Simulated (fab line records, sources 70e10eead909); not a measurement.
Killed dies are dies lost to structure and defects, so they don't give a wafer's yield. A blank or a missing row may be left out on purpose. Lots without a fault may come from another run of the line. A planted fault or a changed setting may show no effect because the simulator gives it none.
Which tool did it? | flow nand_harc | 12 lots, 36 wafers sampled, at 5 steps of a route of 1159

WHAT THE GAUGES READ, wafer by wafer
NHARC_END_SORT_01.
lot  | measured     | on        | killed_at_array | killed_at_other | killed_at_periphery | killed_dies | killed_open | killed_short
L463 | day 20 03:15 | prober-01 | 20 15 21        | 0 0 0           | 7 3 7               | 27 18 28    | 1 2 4       | 0 1 4
L464 | day 19 19:23 | prober-02 | 14 19 11        | 0 0 0           | 4 3 3               | 18 22 14    | 1 2 1       | 0 3 0
L468 | day 20 11:01 | prober-01 | 20 12 24        | 0 0 0           | 1 5 2               | 21 17 26    | 3 4 3       | 3 2 1
L471 | day 21 03:17 | prober-01 | 29 32 38        | 0 0 0           | 5 6 6               | 34 38 44    | 1 5 6       | 5 3 5
L469 | day 21 12:40 | prober-01 | 13 15 8         | 0 0 0           | 10 10 9             | 23 25 17    | 3 4 1       | 0 0 1
L475 | day 22 12:47 | prober-01 | 674 671 669     | 0 0 1           | 3 6 7               | 677 677 677 | 5 2 3       | 1 2 3
L474 | day 22 15:07 | prober-02 | 674 673 674     | 2 2 1           | 1 2 2               | 677 677 677 | 4 4 2       | 2 5 1
L478 | day 23 08:08 | prober-02 | 671 670 676     | 2 3 0           | 4 4 1               | 677 677 677 | 5 2 5       | 2 1 1
L479 | day 23 09:42 | prober-01 | 27 31 25        | 0 1 2           | 7 7 4               | 34 39 31    | 2 2 3       | 2 4 1
L486 | day 25 15:38 | prober-02 | 17 27 12        | 3 1 0           | 6 2 1               | 26 30 13    | 5 9 2       | 1 1 2

WHICH TOOL RAN EACH LOT (tool, then ch and the chambers of the sampled wafers, then the start)
lot  | NHARC_A_CONTACT_ETCH_88            | NHARC_A_CONTACT_ETCH_136             | NHARC_A_CONTACT_STRIP_26                      | NHARC_A_CONTACT_ALD_18
L463 | rie_diel-01 ch 0,1,2, day 17 03:28 | har_cap_etch-01 ch 0,1, day 17 04:41 | rie_diel-01 ch 0,1,2, day 17 06:42 or earlier | ald_metal-02 ch 0,2, day 17 06:42
L464 | rie_diel-01 ch 1,3, day 17 11:09   | har_cap_etch-03 ch 0,1, day 17 12:32 | rie_diel-01 ch 2,3, day 17 14:32 or earlier   | ald_metal-04 ch 1,2,3, day 17 14:32
L468 | rie_diel-01 ch 0,1,3, day 18 06:57 | har_cap_etch-01 ch 0,1, day 18 08:10 | rie_diel-01 ch 0,1,3, day 18 10:07 or earlier | ald_metal-02 ch 0,1,2, day 18 10:07
L471 | rie_diel-01 ch 2,3, day 18 23:54   | har_cap_etch-03 ch 0,1, day 19 01:09 | rie_diel-13 ch 1,2,3, day 19 03:08 or earlier | ald_metal-01 ch 1,2,3, day 19 03:08
L469 | rie_diel-01 ch 0,1,2, day 19 05:50 | har_cap_etch-02 ch 0,1, day 19 07:05 | rie_diel-13 ch 0,1,3, day 19 09:02 or earlier | ald_metal-01 ch 0,2,3, day 19 09:02
L472 | rie_diel-01 ch 2,3, day 19 10:06   | har_cap_etch-03 ch 0, day 19 11:29   | rie_diel-04 ch 0,1,3, day 19 13:37 or earlier | ald_metal-02 ch 0,1,2, day 19 13:37
L475 | rie_diel-01 ch 1,2,3, day 20 03:35 | har_cap_etch-02 ch 0,1, day 20 04:53 | rie_diel-13 ch 1,2,3, day 20 06:56 or earlier | ald_metal-04 ch 0,2,3, day 20 06:56
L474 | rie_diel-01 ch 1,2,3, day 20 09:16 | har_cap_etch-03 ch 0,1, day 20 10:32 | rie_diel-13 ch 1,2,3, day 20 12:43 or earlier | ald_metal-01 ch 0,1,3, day 20 12:43
L478 | rie_diel-01 ch 2,3, day 20 13:05   | har_cap_etch-03 ch 0,1, day 20 14:25 | rie_diel-01 ch 0,3, day 20 16:19 or earlier   | ald_metal-02 ch 0,1, day 20 16:19
L479 | rie_diel-01 ch 0,1, day 20 18:44   | har_cap_etch-03 ch 0,1, day 20 20:02 | rie_diel-04 ch 0,1,2, day 20 21:55 or earlier | ald_metal-02 ch 1,2, day 20 21:55
L485 | rie_diel-01 ch 0,2,3, day 21 21:25 | har_cap_etch-01 ch 0,1, day 21 22:40 | rie_diel-01 ch 0,2,3, day 22 00:35 or earlier | ald_metal-02 ch 0,1,2, day 22 00:35
L486 | rie_diel-01 ch 0,2,3, day 23 04:13 | har_cap_etch-02 ch 0,1, day 23 05:28 | rie_diel-01 ch 1,2,3, day 23 07:24 or earlier | ald_metal-02 ch 0,1,2, day 23 07:24
- NHARC_A_CONTACT_ETCH_88: etches the open film in CF4, target depth 39 nm, time 65 s.
- NHARC_A_CONTACT_ETCH_136: etches the open film in C4F8/O2/Ar, time 132 s, target depth 1287 nm.
- NHARC_A_CONTACT_STRIP_26: strips in O2.
- NHARC_A_CONTACT_ALD_18: deposits TiN, target thk 3 nm, pulse time 1 s, ald cycles 150.

WHAT THE TOOLS THEMSELVES READ (means of the sampled wafers that have a number; where no wafer has one, the mark that the record gives instead)
NHARC_A_CONTACT_ETCH_88.
lot  | tool        | drypump_motor_current_A (A) | oes_product_au (a.u.) | rf_vpp_V (V) | showerhead_plenum_p_Torr (Torr) | throttle_valve_pct (%)
L463 | rie_diel-01 | 5.1                         | 0.994                 | 151.1        | 1.74                            | 13.283
L464 | rie_diel-01 | 5.4                         | 0.997                 | 150.5        | 1.69                            | 13.293
L468 | rie_diel-01 | 5.3                         | 0.999                 | 150.5        | 1.73                            | 13.281
L471 | rie_diel-01 | 5.5                         | 1.008                 | 150.2        | 1.67                            | 13.283
L469 | rie_diel-01 | 5.1                         | 1.001                 | 150.2        | 1.74                            | 13.292
L472 | rie_diel-01 | 5.5                         | 1.005                 | 150.4        | 1.67                            | 13.282
L475 | rie_diel-01 | 5.4                         | 0.998                 | 149.6        | 1.68                            | 13.296
L474 | rie_diel-01 | 5.4                         | 0.999                 | 150.3        | 1.68                            | 13.298
L478 | rie_diel-01 | 5.5                         | 1.001                 | 149.9        | 1.67                            | 13.275
L479 | rie_diel-01 | 4.9                         | 0.996                 | 151.7        | 1.79                            | 13.282
L485 | rie_diel-01 | 5.4                         | 0.995                 | 150.2        | 1.72                            | 13.280
L486 | rie_diel-01 | 5.3                         | 0.994                 | 150.0        | 1.72                            | 13.273

NHARC_A_CONTACT_STRIP_26.
lot  | tool        | drypump_motor_current_A (A) | oes_product_au (a.u.) | rf_vpp_V (V) | showerhead_plenum_p_Torr (Torr) | throttle_valve_pct (%)
L463 | rie_diel-01 | 5.1                         | 0.994                 | 57.3         | 3.47                            | 17.040
L464 | rie_diel-01 | 5.7                         | 1.002                 | 58.1         | 3.32                            | 17.034
L468 | rie_diel-01 | 5.3                         | 0.998                 | 57.7         | 3.46                            | 17.021
L471 | rie_diel-13 | 5.8                         | 0.998                 | 57.6         | 3.54                            | 17.043
L469 | rie_diel-13 | 5.7                         | 0.999                 | 57.9         | 3.51                            | 17.042
L472 | rie_diel-04 | 6.2                         | 1.007                 | 56.5         | 3.38                            | 17.034
L475 | rie_diel-13 | 5.8                         | 1.000                 | 58.2         | 3.54                            | 17.032
L474 | rie_diel-13 | 5.8                         | 0.995                 | 57.5         | 3.54                            | 17.038
L478 | rie_diel-01 | 5.6                         | 1.006                 | 57.8         | 3.43                            | 17.027
L479 | rie_diel-04 | 6.2                         | 1.010                 | 56.7         | 3.69                            | 17.043
L485 | rie_diel-01 | 5.4                         | 0.994                 | 56.7         | 3.43                            | 17.043
L486 | rie_diel-01 | 5.5                         | 0.993                 | 56.9         | 3.33                            | 17.037

NHARC_A_CONTACT_ALD_18.
lot  | tool         | heater_power_outer_w (W) | heater_power_w (W) | precursor_pulse_height_rel
L463 | ald_metal-02 | 708                      | 1191               | 0.983
L464 | ald_metal-04 | 695                      | 1064               | 0.999
L468 | ald_metal-02 | 738                      | 1200               | 0.997
L471 | ald_metal-01 | 749                      | 1142               | 0.996
L469 | ald_metal-01 | 702                      | 1065               | 0.989
L472 | ald_metal-02 | 740                      | 1182               | 0.980
L475 | ald_metal-04 | -                        | -                  | -
L474 | ald_metal-01 | -                        | -                  | -
L478 | ald_metal-02 | -                        | -                  | -
L479 | ald_metal-02 | 797                      | 1311               | 1.005
L485 | ald_metal-02 | 732                      | 1195               | 1.008
L486 | ald_metal-02 | 748                      | 1198               | 1.019

THE ANSWER, worked out from the rows above alone
Rule: what is usual is taken from the lots themselves. Put in order of their means at a reading, lots are off if they are a third of the lots or fewer, leave a main group of 4 or more, and stand apart from it by a gap of 3 or more times the standard deviation of the main group's means; of several such gaps the widest counts. A main group whose means are all the same, to the digits that the tables above print for the reading, isn't used. A lot without any number at a reading at which 4 lots or more have one is off too. The other lots that the step has rows for count as sound. The gauges are gone through in route order, then the tools' own readings, and for those a lot's mean is taken as printed above. The first step at which some lot is off is used, and at that step the reading that is off furthest; a lot without a number counts as furthest.
Off: L475, L474, L478, at NHARC_END_SORT_01 (killed_at_array). The main group: mean 20, standard deviation 6.8. Neither off nor sound, because the step has no rows for them: L472, L485.
A tool fits if, at a process step before that reading, it ran every lot that is off, and no sound lot after the first of them. The gauges at NHARC_END_SORT_01 aren't tried: what is off there is off at NHARC_A_CONTACT_ALD_18 too, on other tools, and a gauge's error can't cause that. NHARC_A_CONTACT_STRIP_26 gives no start for some lots, so the hours and the order of its lots are those of NHARC_A_CONTACT_ALD_18. None of those tried fits.

WHAT THE SIMULATOR HAD PUT IN
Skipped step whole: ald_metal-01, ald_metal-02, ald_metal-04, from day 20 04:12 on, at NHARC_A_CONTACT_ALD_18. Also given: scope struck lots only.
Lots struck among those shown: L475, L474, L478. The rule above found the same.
